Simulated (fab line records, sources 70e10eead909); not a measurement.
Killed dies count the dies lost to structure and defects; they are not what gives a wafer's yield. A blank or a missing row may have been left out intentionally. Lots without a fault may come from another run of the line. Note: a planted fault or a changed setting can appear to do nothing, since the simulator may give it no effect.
Comparing a struck lot with a sound one | flow nand_harc | 14 steps out of a route of 1302
Sound: these wafers, L692.2, L692.3, L692.6. Struck: wafer L699.6 (L699.4, L699.5, from the same lot, were not struck and are left out); the cause is given at the end.
Per side, at each step with rows, come the tool, then ch with its chambers, and then its first start. Under that, the readings that differ: sound wafers | struck wafers | difference of the means | sigmas: that difference in standard deviations of wafers without a fault.
alike: a reading whose means differ by less than 2 such deviations, as well as words and numbers matching on both sides. not compared: withheld readings; readings where some wafer has no value; bounds like >300 that might hide an equal value; numbers whose values overlap and for which the record gives no deviation.
Wherever a step has rows on one side only, a row that says differs or no value, or a row with sigmas, the two part there. When numbers do not overlap yet have no deviation, they are printed without sigmas and do not part them. A reading that every wafer of one side lacks parts them only if that side has two wafers or more.

first, 1 step without rows for these wafers: NHARC_A_ONON_D1_DEP_09 (target thk 1000 nm).
NHARC_A_ONON_D1_THK_MEAS_11: measures by ellipsometry.
  sound on film_metro-01 at day 10 09:10; struck on film_metro-01 at day 13 02:01
  alike: thk_nm
next comes 1 step that has no rows for these wafers: NHARC_A_ONON_D1_DEP_12 (target thickness 1000 nm).
NHARC_A_ONON_D1_THK_MEAS_14: measures by ellipsometry.
  sound on film_metro-02 at day 10 09:44; struck on film_metro-02 at day 13 02:35
  alike: thk_nm
then, 2 steps without rows for these wafers: NHARC_A_ONON_D1_ANNEAL_15 (time 3600 s); NHARC_A_ONON_D1_DEP_16 (target thk 1000 nm).
NHARC_A_ONON_D1_THK_MEAS_18: measures by ellipsometry.
  sound on film_metro-01 at day 10 17:45; struck on film_metro-02 at day 13 10:20
  alike: thk_nm
next comes 1 step that has no rows for these wafers: NHARC_A_ONON_D1_DEP_19 (target thickness 1000 nm).
NHARC_A_ONON_D1_THK_MEAS_21: measures by ellipsometry.
  sound on film_metro-01 at day 10 18:19; struck on film_metro-02 at day 13 10:53
  alike: thk_nm
next comes 1 step that has no rows for these wafers: NHARC_A_ONON_D1_DEP_22 (target thickness 1000 nm).
NHARC_A_ONON_D1_THK_MEAS_24: measures by ellipsometry.
  sound on film_metro-02 at day 10 18:53; struck on film_metro-02 at day 13 11:27
  alike: thk_nm
NHARC_A_ONON_D1_DEP_25: target thk 1000 nm.
  sound on pecvd_onon-02 ch 0, day 10 19:00; struck on pecvd_onon-02 ch 0, day 13 11:41
  alike: nh3_flow_sccm
NHARC_A_ONON_D1_THK_MEAS_27: measures by ellipsometry.
  sound on film_metro-02 at day 10 19:27; struck on film_metro-01 at day 13 12:01
  reading     | sound       | struck | difference | sigmas
  thk_nm (nm) | 988 984 988 | 925    | -62        | -8
next comes 1 step that has no rows for these wafers: NHARC_A_ONON_D1_DEP_28 (target thickness 1000 nm).

== WHERE THEY PART ==
At NHARC_A_ONON_D1_THK_MEAS_27 and nowhere else, as far as this record goes.

WHY: what had been put in by the simulator
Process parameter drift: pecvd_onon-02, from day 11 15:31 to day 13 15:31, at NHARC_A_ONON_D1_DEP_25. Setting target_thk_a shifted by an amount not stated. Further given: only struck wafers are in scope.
